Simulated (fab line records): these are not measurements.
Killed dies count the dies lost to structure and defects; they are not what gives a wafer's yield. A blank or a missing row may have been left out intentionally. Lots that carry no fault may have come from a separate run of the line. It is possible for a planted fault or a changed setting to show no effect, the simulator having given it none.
Chamber matching || flow n5 finfet || N5_BEOL_M0_STRIP_142 on rie diel-05: 4 sister chambers
The step strips in N2/H2, time 10 s. 16 wafers are shown with their chamber, then 8 later ones without.

== WAFERS, EACH WITH ITS CHAMBER ==
{"wafer": "L078.3", "chamber": 0, "drypump motor current A (A)": 6.2, "throttle valve pct (%)": 23.74, "oes product au (a.u.)": 0.84}
{"wafer": "L078.4", "chamber": 1, "drypump motor current A (A)": 5.7, "throttle valve pct (%)": 23.99, "oes product au (a.u.)": 0.85}
{"wafer": "L078.5", "chamber": 3, "drypump motor current A (A)": 4.7, "throttle valve pct (%)": 23.68, "oes product au (a.u.)": 0.85}
{"wafer": "L074.1", "chamber": 2, "drypump motor current A (A)": 5.6, "throttle valve pct (%)": 23.74, "oes product au (a.u.)": 0.91}
{"wafer": "L074.5", "chamber": 3, "drypump motor current A (A)": 4.6, "throttle valve pct (%)": 23.70, "oes product au (a.u.)": 0.85}
{"wafer": "L074.6", "chamber": 2, "drypump motor current A (A)": 5.6, "throttle valve pct (%)": 23.74, "oes product au (a.u.)": 0.90}
{"wafer": "L081.2", "chamber": 1, "drypump motor current A (A)": 5.7, "throttle valve pct (%)": 23.99, "oes product au (a.u.)": 0.85}
{"wafer": "L081.3", "chamber": 2, "drypump motor current A (A)": 5.6, "throttle valve pct (%)": 23.76, "oes product au (a.u.)": 0.89}
{"wafer": "L081.5", "chamber": 2, "drypump motor current A (A)": 5.6, "throttle valve pct (%)": 23.74, "oes product au (a.u.)": 0.89}
{"wafer": "L083.1", "chamber": 1, "drypump motor current A (A)": 5.6, "throttle valve pct (%)": 24.00, "oes product au (a.u.)": 0.85}
{"wafer": "L083.2", "chamber": 3, "drypump motor current A (A)": 4.6, "throttle valve pct (%)": 23.70, "oes product au (a.u.)": 0.84}
{"wafer": "L083.4", "chamber": 3, "drypump motor current A (A)": 4.6, "throttle valve pct (%)": 23.69, "oes product au (a.u.)": 0.83}
{"wafer": "L084.1", "chamber": 1, "drypump motor current A (A)": 5.6, "throttle valve pct (%)": 24.01, "oes product au (a.u.)": 0.85}
{"wafer": "L084.2", "chamber": 0, "drypump motor current A (A)": 6.2, "throttle valve pct (%)": 23.73, "oes product au (a.u.)": 0.84}
{"wafer": "L084.6", "chamber": 2, "drypump motor current A (A)": 5.6, "throttle valve pct (%)": 23.79, "oes product au (a.u.)": 0.88}
{"wafer": "L086.1", "chamber": 3, "drypump motor current A (A)": 4.6, "throttle valve pct (%)": 23.70, "oes product au (a.u.)": 0.84}

SIGNATURES (averages over the wafers above)
{"reading": "drypump motor current A", "chamber 0": 6.200, "chamber 1": 5.650, "chamber 2": 5.600, "chamber 3": 4.620, "scatter within a chamber": 0.0387}
{"reading": "throttle valve pct", "chamber 0": 23.7350, "chamber 1": 23.9975, "chamber 2": 23.7540, "chamber 3": 23.6940, "scatter within a chamber": 0.0146}
{"reading": "oes product au", "chamber 0": 0.8400, "chamber 1": 0.8500, "chamber 2": 0.8940, "chamber 3": 0.8420, "scatter within a chamber": 0.00816}
Rule: a wafer lies at a distance from a chamber equal to the root of the sum of squares, over the readings, of (its reading less the chamber's mean, divided by the reading's scatter). The wafer belongs to the nearest chamber; if the next one is less than 2 further off, it can't be placed. The scatter: take each reading less its chamber's mean, square it, sum over the shown wafers, divide by the number of wafers less the number of chambers, and take the root.

== WAFERS MISSING THEIR CHAMBER ==
{"wafer": "L086.3", "drypump motor current A (A)": 5.7, "throttle valve pct (%)": 24.00, "oes product au (a.u.)": 0.84}
{"wafer": "L086.6", "drypump motor current A (A)": 4.6, "throttle valve pct (%)": 23.71, "oes product au (a.u.)": 0.82}
{"wafer": "L094.1", "drypump motor current A (A)": 6.2, "throttle valve pct (%)": 23.77, "oes product au (a.u.)": 0.81}
{"wafer": "L094.2", "drypump motor current A (A)": 5.7, "throttle valve pct (%)": 24.03, "oes product au (a.u.)": 0.82}
{"wafer": "L094.5", "drypump motor current A (A)": 5.6, "throttle valve pct (%)": 24.03, "oes product au (a.u.)": 0.82}
{"wafer": "L097.2", "drypump motor current A (A)": 6.2, "throttle valve pct (%)": 23.77, "oes product au (a.u.)": 0.81}
{"wafer": "L097.4", "drypump motor current A (A)": 5.6, "throttle valve pct (%)": 24.03, "oes product au (a.u.)": 0.81}
{"wafer": "L097.5", "drypump motor current A (A)": 5.6, "throttle valve pct (%)": 24.06, "oes product au (a.u.)": 0.81}

== EACH ONE'S CHAMBER ==
{"wafer": "L086.3", "from the rows above": 1, "in truth": 1}
{"wafer": "L086.6", "from the rows above": 3, "in truth": 3}
{"wafer": "L094.1", "from the rows above": 0, "in truth": 0}
{"wafer": "L094.2", "from the rows above": 1, "in truth": 1}
{"wafer": "L094.5", "from the rows above": 1, "in truth": 1}
{"wafer": "L097.2", "from the rows above": 0, "in truth": 0}
{"wafer": "L097.4", "from the rows above": 1, "in truth": 1}
{"wafer": "L097.5", "from the rows above": 1, "in truth": 1}
Correctly placed: 8 of 8. From these rows, 0 cannot be placed. Wrongly placed: 0.
